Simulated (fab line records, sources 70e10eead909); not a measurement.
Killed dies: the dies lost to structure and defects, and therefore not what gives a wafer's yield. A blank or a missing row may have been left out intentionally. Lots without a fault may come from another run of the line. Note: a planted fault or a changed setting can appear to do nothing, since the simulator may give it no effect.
A struck lot beside a sound one ; flow nand_harc ; 14 out of 1302 route steps
Sound: these wafers, L461.1, L461.2, L461.6. Struck: wafers L466.5, L466.6 (left out: L466.4, a lot-mate that was not struck); the cause follows at the end.
For every step that has rows: the tool of each side, followed by ch and its chambers, followed by its first start. Under that, the readings that differ: sound wafers ; struck wafers ; difference of the means ; sigmas: that difference in standard deviations of wafers without a fault.
alike: readings with means less than 2 such deviations apart, plus words and numbers identical on both sides. not compared: withheld readings, readings lacking a value on some wafer, bounds such as >300 that could conceal the same value, and numbers that have no deviation in the record and whose values overlap.
Wherever a step has rows on one side only, a row that says differs or no value, or a row with sigmas, the two part there. When numbers do not overlap yet have no deviation, they are printed without sigmas and do not part them. A reading missing from all wafers of one side parts the sides only when that side holds two or more wafers.

first, 1 step without rows for these wafers: NHARC_A_ONON_D1_DEP_09 (target thk 1000 nm).
NHARC_A_ONON_D1_THK_MEAS_11: measures by ellipsometry.
  struck on film_metro-01, day 14 14:35; sound on film_metro-02, day 12 07:28
  alike: thk_nm
following that, 1 step holds no rows for these wafers, namely NHARC_A_ONON_D1_DEP_12 (target thickness 1000 nm).
NHARC_A_ONON_D1_THK_MEAS_14: measures by ellipsometry.
  struck on film_metro-01, day 14 15:10; sound on film_metro-01, day 12 08:02
  alike: thk_nm
then, 2 steps without rows for these wafers: NHARC_A_ONON_D1_ANNEAL_15 (time 3600 s); NHARC_A_ONON_D1_DEP_16 (target thk 1000 nm).
NHARC_A_ONON_D1_THK_MEAS_18: measures by ellipsometry.
  struck on film_metro-01, day 15 00:25; sound on film_metro-01, day 12 16:23
  alike: thk_nm
following that, 1 step holds no rows for these wafers, namely NHARC_A_ONON_D1_DEP_19 (target thickness 1000 nm).
NHARC_A_ONON_D1_THK_MEAS_21: measures by ellipsometry.
  struck on film_metro-02, day 15 00:58; sound on film_metro-02, day 12 16:56
  alike: thk_nm
following that, 1 step holds no rows for these wafers, namely NHARC_A_ONON_D1_DEP_22 (target thickness 1000 nm).
NHARC_A_ONON_D1_THK_MEAS_24: measures by ellipsometry.
  struck on film_metro-02, day 15 01:32; sound on film_metro-01, day 12 17:31
  alike: thk_nm
NHARC_A_ONON_D1_DEP_25: target thk 1000 nm.
  sound on pecvd_onon-02 ch 0, day 12 17:42; struck on pecvd_onon-02 ch 0, day 15 01:46
  alike: n2_flow_sccm, nh3_flow_sccm
NHARC_A_ONON_D1_THK_MEAS_27: measures by ellipsometry.
  struck on film_metro-02, day 15 02:06; sound on film_metro-02, day 12 18:12
reading;sound;struck;difference;sigmas
thk_nm (nm);988 988 987;1054 1056;+67;+7
following that, 1 step holds no rows for these wafers, namely NHARC_A_ONON_D1_DEP_28 (target thickness 1000 nm).

WHERE THEY PART
At NHARC_A_ONON_D1_THK_MEAS_27 and nowhere else, as far as this record goes.

WHY: what the simulator had put in
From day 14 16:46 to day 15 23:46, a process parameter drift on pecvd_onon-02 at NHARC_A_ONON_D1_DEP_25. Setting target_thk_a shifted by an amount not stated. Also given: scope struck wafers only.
